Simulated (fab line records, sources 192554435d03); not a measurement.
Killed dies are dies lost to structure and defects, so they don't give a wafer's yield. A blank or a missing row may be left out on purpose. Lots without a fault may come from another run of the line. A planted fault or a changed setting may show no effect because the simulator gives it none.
fab line records | flow n5_finfet
record lots=10 wafers=30 last_day=18
route steps=1938 shown BEOL_M1@830 BEOL_M2@843 BEOL_M4@1111 PASSIVATION@1936
lots that met no fault: from a run of the same line without faults
start_h: hours from the record's first day to the start of the lot's first wafer shown | wait_h: hours since the lot's step before | " the same as in the row above | L1.1+2: a row that stands for several wafers | - no value, or no start given | * or withheld: withheld | < > ~ a bound
route shown NAME@n: a module of which the file shows steps, and the number in the route of the first | usual: mean/standard deviation of fault-free wafers | same: alike in all rows | chamber/n: place in a boat | sites: the reading at each site | _std_site: their standard deviation | _edge_site: outer sites' mean less inner sites' | radius_mm: how far each site lies from the wafer's centre | mask NAME#n: copy n | behind: the tool/chamber that last shaped the wafer | hold: why the lot was held/for how many hours/how that ended | device: the transistor (n, p or np) that didn't switch | end of line: the same wafers' tests at the end of the route | a step without rows: its recipe alone | killed: dies lost to structure and defects at the first sort, not the wafer's yield | map: a wafer's dies, x killed, . not, _ none there
set.NAME: the setting as run; set.NAME@STEP: as run at that earlier step | model.NAME: the simulator's own value behind a step, which no gauge read
steps of the route over a sample of lots; a table a step, a row a wafer
services: from which hour (start_h, from the record's first day; less than 0 if before it) a tool's chamber was out of use, for how many hours, and why
## steps
# step N5_BEOL_M1_SPUTTER_96
# recipe material=Cu target_thk_a=45 temp_c=-20 chamber_pressure_pa=0.07 power_w=withheld time_s=8.29
# usual throttle_valve_pct=29.9/1.3
# columns lot.wafer tool chamber start_h wait_h throttle_valve_pct
L717.3 pvd_sputter-01 - 135.11 0.1 27.2
L717.5 " - " " 27.0
L717.6 " - " " 28.7
L721.3 pvd_sputter-01 - 156.76 0.1 27.1
L721.4 " - " " 27.2
L721.6 " - " " 28.8
L722.1 pvd_sputter-03 - 157.30 0.1 31.4
L722.4 " - " " 31.5
L722.6 " - " " 31.5
L726.1 pvd_sputter-02 - 185.09 0.1 30.6
L726.3 " - " " 30.5
L726.6 " - " " 29.0
L728.4 pvd_sputter-01 - 202.91 0.1 29.0
L728.5 " - " " 29.0
L728.6 " - " " 27.6
L729.2 pvd_sputter-02 - 203.54 0.1 29.1
L729.4 " - " " 30.3
L729.6 " - " " 30.3
L730.1 pvd_sputter-01 - 209.39 0.1 28.9
L730.2 " - " " 28.8
L730.3 " - " " 27.3
L737.1 pvd_sputter-02 - 265.60 0.1 30.1
L737.2 " - " " 29.2
L737.3 " - " " 30.9
L739.2 pvd_sputter-01 - 269.15 0.1 29.0
L739.3 " - " " 27.0
L739.5 " - " " 27.1
L740.2 pvd_sputter-02 - 275.46 0.1 30.5
L740.4 " - " " 28.9
L740.5 " - " " 30.5
# step N5_BEOL_M1_INSPECT_59
# recipe inspect_instrument=darkfield mode=post_dep
# usual raw_defect_count=71/23
# columns lot.wafer tool chamber start_h wait_h raw_defect_count
L717.3 defect_inspect-02 - 136.24 0.0 50
L717.5 " - " " 58
L717.6 " - " " 32
L721.3 defect_inspect-01 - 157.84 0.0 81
L721.4 " - " " 106
L721.6 " - " " 71
L722.1 defect_inspect-02 - 158.38 0.0 117
L722.4 " - " " 71
L722.6 " - " " 54
L726.1 defect_inspect-02 - 186.17 0.0 102
L726.3 " - " " 100
L726.6 " - " " 143
L728.4 defect_inspect-02 - 203.99 0.0 82
L728.5 " - " " 56
L728.6 " - " " 53
L729.2 defect_inspect-02 - 204.75 0.2 36
L729.4 " - " " 75
L729.6 " - " " 78
L730.1 defect_inspect-02 - 210.47 0.0 68
L730.2 " - " " 63
L730.3 " - " " 50
L737.1 defect_inspect-01 - 266.67 0.0 88
L737.2 " - " " 49
L737.3 " - " " 53
L739.2 defect_inspect-02 - 270.44 0.0 46
L739.3 " - " " 91
L739.5 " - " " 103
L740.2 defect_inspect-01 - 276.80 0.0 80
L740.4 " - " " 86
L740.5 " - " " 82
# step N5_BEOL_M2_PECVD_72
# recipe material=SiO2 target_thk_a=160 temp_c=400 precursor=TEOS/O2 pressure_torr=5.5 rf_w=450 teos_flow_sccm=53.8 gas=O2 flow_sccm=3000 time_s=18
# usual heater_power_w=773/120 showerhead_plenum_p_Torr=8.81/0.047 throttle_valve_pct=22.4/1.1
# columns lot.wafer tool chamber start_h wait_h heater_power_w showerhead_plenum_p_Torr throttle_valve_pct
L717.3 pecvd-01 0 136.38 0.0 1005 8.78 21.5
L717.5 " 0 " " 951 8.75 21.5
L717.6 " 1 " " 755 8.83 23.4
L721.3 pecvd-01 1 157.98 0.0 780 8.83 23.5
L721.4 " 1 " " 750 8.81 23.3
L721.6 " 0 " " 1019 8.77 21.4
L722.1 pecvd-03 1 158.52 0.0 624 8.76 22.1
L722.4 " 1 " " 639 8.75 22.0
L722.6 " 2 " " 866 8.85 21.1
L726.1 pecvd-01 1 186.31 0.0 770 8.81 23.4
L726.3 " 0 " " 993 8.75 21.5
L726.6 " 0 " " 984 8.78 21.5
L728.4 pecvd-01 0 204.14 0.1 967 8.75 21.6
L728.5 " 1 " " 793 8.85 23.2
L728.6 " 2 " " 698 8.80 21.2
L729.2 pecvd-04 2 204.91 0.0 760 8.83 22.5
L729.4 " 0 " " 743 8.84 24.6
L729.6 " 1 " " 897 8.71 23.3
L730.1 pecvd-03 1 210.61 0.0 702 8.75 21.9
L730.2 " 0 " " 756 8.87 22.6
L730.3 " 0 " " 737 8.87 22.6
L737.1 pecvd-03 2 266.83 0.0 734 8.83 20.4
L737.2 " 1 " " 717 8.75 21.9
L737.3 " 0 " " 652 8.88 22.9
L739.2 pecvd-04 1 270.58 0.0 893 8.77 23.6
L739.3 " 0 " " 799 8.85 24.9
L739.5 " 0 " " 791 8.85 24.4
L740.2 pecvd-01 1 276.94 0.0 820 8.83 23.3
L740.4 " 1 " " 844 8.84 23.1
L740.5 " 2 " " 623 8.82 21.1
# step N5_BEOL_M2_COAT_61
# recipe resist=SOC temp_c=250 time_s=60 spin_rpm=1500 resist_thk_nm=60
# usual heater_power_total_W=500.6/1.8 plate_temp_C=250.00/0.19 spin_speed_rpm=1499.8/0.87
# columns lot.wafer tool chamber start_h wait_h heater_power_total_W plate_temp_C spin_speed_rpm
L717.3 litho_track-05 0 137.76 0.1 502.7 249.96 1500.9
L717.5 " 0 " " 500.7 249.90 1498.7
L717.6 " 0 " " 502.7 249.76 1500.1
L721.3 litho_track-01 0 159.68 0.1 503.0 249.87 1501.0
L721.4 " 0 " " 499.9 249.51 1500.8
L721.6 " 0 " " 500.0 249.86 1500.2
L722.1 litho_track-05 0 159.79 0.1 502.6 249.87 1500.2
L722.4 " 0 " " 501.9 249.74 1501.1
L722.6 " 0 " " 501.9 249.83 1501.0
L726.1 litho_track-05 0 186.96 0.1 502.4 250.26 1500.0
L726.3 " 0 " " 498.8 250.13 1499.0
L726.6 " 0 " " 501.0 250.14 1500.4
L728.4 litho_track-05 0 206.64 0.1 493.2 246.80 1499.2
L728.5 " 0 " " 489.4 246.59 1498.9
L728.6 " 0 " " 493.2 246.40 1498.6
L729.2 litho_track-05 0 206.91 0.1 493.1 246.40 1499.4
L729.4 " 0 " " 491.4 246.54 1499.5
L729.6 " 0 " " 492.8 246.71 1500.5
L730.1 litho_track-02 0 211.70 0.1 501.4 249.92 1500.8
L730.2 " 0 " " 497.6 249.87 1500.1
L730.3 " 0 " " 502.2 249.82 1499.7
L737.1 litho_track-02 0 267.42 0.1 499.3 249.93 1499.0
L737.2 " 0 " " 498.6 250.16 1500.0
L737.3 " 0 " " 502.5 250.16 1498.8
L739.2 litho_track-02 0 272.07 0.1 501.8 249.99 1499.0
L739.3 " 0 " " 498.2 250.00 1499.6
L739.5 " 0 " " 502.2 249.97 1500.4
L740.2 litho_track-05 0 278.72 0.1 499.6 250.01 1499.7
L740.4 " 0 " " 499.4 249.96 1498.9
L740.5 " 0 " " 498.5 249.92 1498.7
# step N5_BEOL_M4_RC_MEAS_101
# usual DIBL_N=36.4/2 DIBL_P=36.1/2.5 IOFF_N=0.16/0.037 IOFF_P=0.20/0.038 ION_N=670/13 ION_P=459/8.3 SS_N=71.6/0.69 SS_P=73.3/0.72 VT_N=250/3.4 VT_P=-251/3.1
# columns lot.wafer tool chamber start_h wait_h DIBL_N[mV/V] DIBL_P[mV/V] IOFF_N[nA/um] IOFF_P[nA/um] ION_N[uA/um] ION_P[uA/um] SS_N[mV/dec] SS_P[mV/dec] VT_N[mV] VT_P[mV]
L717.3 prober-02 0 161.43 0.3 39.2 38.6 0.21 0.27 693 473 71.8 73.5 244 -246
L717.5 " 0 " " 33.8 32.0 0.11 0.17 647 453 70.6 72.3 255 -253
L717.6 " 0 " " 36.4 34.3 0.15 0.18 690 470 71.7 72.8 250 -251
L721.3 prober-01 0 190.24 0.3 34.4 35.5 0.13 0.21 640 448 71.0 73.1 254 -250
L721.4 " 0 " " 32.4 31.9 0.10 0.16 650 450 69.9 72.2 256 -253
L721.6 " 0 " " 35.2 36.7 0.15 0.22 673 462 70.7 72.9 248 -248
L722.1 prober-01 0 195.74 0.0 34.9 34.7 0.13 0.16 665 454 70.6 72.8 255 -254
L722.4 " 0 " " 39.3 39.6 0.22 0.25 680 461 72.3 73.9 249 -249
L722.6 " 0 " " 35.5 34.9 0.14 0.16 663 449 71.7 73.0 251 -255
L726.1 prober-02 0 219.64 0.2 36.4 36.5 0.15 0.20 657 457 71.6 73.8 252 -250
L726.3 " 0 " " 39.9 38.3 0.24 0.22 651 447 74.4 73.4 249 -252
L726.6 " 0 " " 38.9 39.8 0.22 0.28 679 466 71.7 73.7 246 -245
L728.4 prober-01 0 231.67 0.5 33.7 33.7 0.13 0.16 653 448 72.3 72.8 253 -254
L728.5 " 0 " " 37.2 38.4 0.19 0.22 676 457 72.1 73.9 248 -250
L728.6 " 0 " " 32.1 33.1 0.12 0.15 669 455 70.9 72.4 254 -255
L729.2 prober-01 0 236.05 0.2 37.7 36.5 0.17 0.21 657 454 72.8 74.1 248 -252
L729.4 " 0 " " 36.1 35.0 0.15 0.20 664 457 71.1 73.9 248 -251
L729.6 " 0 " " 38.8 37.2 0.21 0.25 681 464 72.5 74.4 245 -251
L730.1 prober-02 0 246.57 0.0 37.7 38.4 0.18 0.23 671 461 72.4 74.0 248 -251
L730.2 " 0 " " 35.0 33.9 0.12 0.15 655 442 71.9 73.1 255 -257
L730.3 " 0 " " 37.6 37.8 0.18 0.21 673 456 72.0 74.1 250 -252
L737.1 prober-02 0 297.49 0.0 35.5 35.2 0.15 0.21 669 460 72.0 72.5 250 -250
L737.2 " 0 " " 34.2 34.1 0.12 0.18 669 459 71.5 72.3 255 -251
L737.3 " 0 " " 37.4 36.8 0.19 0.22 668 456 73.1 73.3 247 -249
L739.2 prober-01 0 304.50 0.2 36.7 36.9 0.18 0.19 676 455 71.4 74.0 246 -254
L739.3 " 0 " " 37.6 36.4 0.17 0.18 668 445 71.6 73.9 247 -255
L739.5 " 0 " " 35.3 34.9 0.13 0.17 651 452 70.8 72.3 251 -256
L740.2 prober-01 0 313.67 0.2 36.2 36.3 0.15 0.22 688 473 71.5 73.5 248 -250
L740.4 " 0 " " 37.2 37.4 0.18 0.22 674 459 72.4 74.0 249 -252
L740.5 " 0 " " 38.3 38.5 0.20 0.26 703 484 71.7 73.7 243 -248
# step N5_PASSIVATION_PROBE_49
# usual defect_limited_yield=91.2/1.6 killed_at_M0_to_M3=34/11 killed_at_M4_up=13/5.2 killed_at_contacts=13/6.3 killed_at_front_end=40/14 killed_at_other=3.2/2.4 killed_dies=104/19 killed_open=69/14 killed_short=32/7.5 sort_bin_5_function=5.3/1.1 sort_bin_6_memory=3.2/0.73 sort_bin_8_speed=0.01/0.038 sort_n_pass=1076/19 sort_yield_pct=91.2/1.6
# same gross_dies=1180 killed_at_back_side=0 sort_bin_4_leakage[%]=0
# columns lot.wafer tool chamber start_h wait_h defect_limited_yield[%] killed_at_M0_to_M3 killed_at_M4_up killed_at_contacts killed_at_front_end killed_at_other killed_dies killed_open killed_short sort_bin_5_function[%] sort_bin_6_memory[%] sort_bin_8_speed[%] sort_n_pass sort_yield_pct[%]
L730.1 prober-02 - 349.72 0.0 93.0 26 15 14 25 3 83 58 23 3.8 3.1 0 1097 93.0
L730.2 prober-02 - 349.77 0.1 89.9 40 25 18 31 5 119 79 37 5.8 3.8 0 1061 89.9
L730.3 prober-02 - 349.82 0.1 90.8 28 12 26 30 13 109 82 26 5.3 3.6 0 1071 90.8
# killed by level:class
L730.1 MOL_CONTACT_COAG:geometric_particle:open=11 BEOL_M4:geometric_particle:open=9 BEOL_M2:geometric_particle:open=8 BEOL_M3:geometric_particle:open=7 FIN_SAQP:geometric_particle:open=5 STARTING-WAFER:geometric_particle:short=4 STARTING-WAFER:geometric_particle:open=4 FIN_SAQP:geometric_particle:short=3
L730.2 BEOL_M4:geometric_particle:open=14 MOL_CONTACT_COAG:geometric_particle:open=13 BEOL_M2:geometric_particle:open=11 BEOL_M0:geometric_particle:open=6 GATE_CUT:geometric_particle:open=5 MOL_CONTACT_COAG:geometric_particle:short=5 BEOL_M0_SAQP:geometric_particle:open=5 BEOL_M1:geometric_particle:open=5
L730.3 MOL_CONTACT_COAG:geometric_particle:open=23 FIN_SAQP:geometric_particle:open=9 BEOL_M4:geometric_particle:open=8 BEOL_M1:geometric_particle:open=6 BEOL_M0_SAQP:geometric_particle:open=6 BEOL_M3:geometric_particle:open=6 PASS1_CAP:geometric_particle:short=6 FIN_SAQP:geometric_particle:short=4
## services
# columns tool chamber start_h hours kind
pecvd-01 1 126.99 2.1 scheduled_down
pecvd-01 - 127.62 5.5 pm
litho_track-01 - 145.75 - consumable_replace:filter
pecvd-03 0 147.79 2.1 scheduled_down
pecvd-03 2 149.92 5.5 scheduled_down
pecvd-03 2 158.56 2.1 scheduled_down
pecvd-03 - 161.84 1.6 repair
pecvd-03 2 202.38 - clean
pecvd-03 2 202.38 - consumable_replace:showerhead
pecvd-03 2 202.38 29.0 scheduled_down
pecvd-03 2 202.38 29.0 vent_cycle
litho_track-05 - 214.03 - consumable_replace:filter
pecvd-03 0 235.93 5.5 scheduled_down
pecvd-01 - 238.21 2.8 pm
pecvd-01 - 243.67 0.6 repair
pecvd-04 2 249.13 - clean
pecvd-04 2 249.13 29.5 scheduled_down
pecvd-04 2 249.13 29.5 vent_cycle
pecvd-04 0 278.63 2.1 scheduled_down
## key
first_sign step=N5_BEOL_M2_COAT_61 reading=plate_temp_C direction=down sigmas=18 usual=* struck=*
effect step=N5_BEOL_M2_COAT_61 reading=heater_power_total_W direction=down sigmas=4.7 usual=* struck=*
met_at N5_BEOL_M2_COAT_61
struck_lots L728,L729
not_acting_at N5_BEOL_M1_SPUTTER_96,N5_BEOL_M1_INSPECT_59,N5_BEOL_M2_PECVD_72
onset_between 186.96 206.64
fault kind=process_parameter_drift tool=litho_track-05 chamber=- onset_h=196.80 steps=N5_BEOL_M2_COAT_61 channel=temp_c offset=* shape=step end_h=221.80 acts_in=* stated=*
